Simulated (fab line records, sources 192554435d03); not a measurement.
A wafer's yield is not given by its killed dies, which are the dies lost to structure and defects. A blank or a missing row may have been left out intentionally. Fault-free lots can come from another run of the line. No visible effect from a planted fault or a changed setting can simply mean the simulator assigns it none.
Which tool was responsible? | flow n5_finfet | 24 lots (72 wafers sampled), 1 step of a 1938-step route

== WHAT EACH GAUGE READ, for each wafer ==
N5_BEOL_M2_OVL_MEAS_29. Usual: V1_OVL typically reads 0.3 nm, with standard deviation 0.63.
lot  | measured     | on         | V1_OVL (nm)   | flag
L074 | day 6 10:20  | overlay-02 | 0.1 0.1 -1.0  |
L075 | day 6 13:35  | overlay-01 | 1.0 1.2 0.3   |
L076 | day 7 01:23  | overlay-01 | 0.5 0.1 -0.4  |
L077 | day 7 16:40  | overlay-01 | 0.7 0.4 -0.3  |
L078 | day 7 20:04  | overlay-01 | 0.2 0.6 0.6   |
L079 | day 8 08:49  | overlay-01 | -0.3 1.4 1.3  |
L080 | day 8 16:24  | overlay-01 | 0.5 -0.4 -0.4 |
L081 | day 8 17:59  | overlay-01 | 0.6 0.1 0.3   |
L083 | day 8 19:33  | overlay-01 | -0.1 0.2 0.3  |
L082 | day 8 20:02  | overlay-01 | 0.2 1.1 0.5   |
L084 | day 9 15:40  | overlay-01 | -0.2 -0.7 0.3 |
L085 | day 9 16:04  | overlay-01 | -0.1 0.2 0.2  |
L086 | day 9 16:08  | overlay-01 | 0.2 1.0 -0.1  |
L088 | day 9 23:19  | overlay-01 | 0.0 0.8 1.3   |
L087 | day 10 05:14 | overlay-01 | 0.4 0.2 0.2   |
L089 | day 10 08:25 | overlay-01 | -0.2 0.2 -0.3 |
L090 | day 10 21:42 | overlay-01 | 0.5 0.1 0.5   |
L091 | day 11 00:47 | overlay-01 | 0.7 0.9 0.2   |
L092 | day 11 13:35 | overlay-01 | 1.5 1.5 0.3   |
L093 | day 11 16:25 | overlay-01 | -0.8 0.7 -0.3 |
L094 | day 11 21:40 | overlay-01 | -0.1 -0.4 1.1 |
L097 | day 12 09:09 | overlay-01 | -0.2 0.6 -0.1 |
L095 | day 12 09:35 | overlay-01 | 0.2 -0.5 -1.1 |
L096 | day 12 10:54 | overlay-01 | 0.0 1.2 -0.3  |

== TOOL THAT RAN EACH LOT (tool first, then ch and the chambers of the sampled wafers, then the start) ==
There is no process step in the record ahead of these readings.

== AS READ BY THE TOOLS THEMSELVES (means over the sampled wafers that have a number; for cases with no such wafer, the mark the record gives instead) ==
The record holds no such reading with a usual standard deviation.

== THE ANSWER, worked out from the rows above alone ==
Rule: a lot counts as off when the mean over its wafers that have a number is more than 3 standard deviations away from the usual mean. A lot without any number at a reading at which 4 lots or more have one is off too. All remaining lots with rows at the step are treated as sound. First the gauges in route order, then the tools' own readings, where a lot's mean is used as printed above. The first step at which some lot is off is used, and at that step the reading that is off furthest; a lot without a number counts as furthest.
No lot is off on any of the readings shown, so nothing can be concluded from this.

== WHAT WAS PUT IN BY THE SIMULATOR ==
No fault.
